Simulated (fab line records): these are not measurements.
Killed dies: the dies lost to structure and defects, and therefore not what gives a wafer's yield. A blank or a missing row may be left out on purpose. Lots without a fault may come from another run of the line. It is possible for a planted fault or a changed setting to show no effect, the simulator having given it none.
2 desks looking at one fault | flow n5_finfet | each desk holds nothing but its own numbers, with what lay behind them at the end

FROM THE METROLOGY DESK
Lot by lot, what the gauges showed, no matter which tool ran the lot: averages of those sampled wafers that carry a number. A lot is out of limits, marked OUT, if its mean lies more than 4 standard deviations from the usual mean; the brackets give that distance.
Columns: A = trench_depth_nm at N5_BEOL_M14_OCD_MEAS_35, usual 559 nm
lot  | first seen here | A
L117 | day 11 01:04    | 555
L120 | day 11 02:42    | 559
L123 | day 12 03:27    | 566
L126 | day 13 09:23    | 554
L128 | day 13 17:16    | 553
L129 | day 13 18:18    | 555
L127 | day 13 19:56    | 550
L132 | day 14 20:48    | 557
L134 | day 14 22:36    | 561
L136 | day 15 12:56    | 556
L135 | day 15 19:39    | 564
This desk's finding: nothing out of limits on any of the 11 lots.

THE TOOL OWNER'S DESK: krf_scanner-02
The tool's own readings at N5_BEOL_M15_EXPOSE_07 (exposes mask V14): means of the sampled wafers that have a number, for each lot that ran on this tool. A lot is out of limits, marked OUT, if its mean lies more than 4 standard deviations from the usual mean; the brackets give that distance.
Columns: A = exposure_dose_mJ_cm2 at N5_BEOL_M15_EXPOSE_07, usual 41.22
lot  | first seen here | A
L117 | day 11 05:29    | 41.18
L120 | day 11 06:43    | 41.21
L123 | day 12 07:03    | 41.26
L126 | day 13 12:41    | 40.29 (-23) OUT
L128 | day 13 20:11    | 40.55 (-16) OUT
L129 | day 13 20:40    | 40.65 (-14) OUT
L127 | day 13 23:09    | 40.83 (-9.6) OUT
This desk's verdict: out of limits on L126, L127, L128, L129, starting with L126 at day 13 12:41 (exposure_dose_mJ_cm2 at N5_BEOL_M15_EXPOSE_07). In limits: L117, L120, L123.

BROUGHT TOGETHER
At day 13 12:41, on L126, L127, L128, L129, the tool owner's desk was in a position to raise an alarm.
Metrology desk: nothing out of limits seen.
The metrology desk has L126, L127, L128, L129 on record, within its limits.
All the named lots went through N5_BEOL_M15_EXPOSE_07 on krf_scanner-02.

WHAT THE SIMULATOR PUT IN
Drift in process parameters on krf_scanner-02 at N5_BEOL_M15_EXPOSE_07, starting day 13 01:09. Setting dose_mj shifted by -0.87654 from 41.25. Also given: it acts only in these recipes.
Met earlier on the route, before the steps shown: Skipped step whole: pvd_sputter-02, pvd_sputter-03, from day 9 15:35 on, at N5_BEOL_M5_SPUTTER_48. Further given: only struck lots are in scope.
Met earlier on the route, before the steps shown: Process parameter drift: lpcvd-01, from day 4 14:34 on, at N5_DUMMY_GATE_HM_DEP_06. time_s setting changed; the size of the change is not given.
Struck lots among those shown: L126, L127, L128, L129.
Delay in hours, fault start to first out-of-limits reading, by desk: the tool owner's desk at 12.
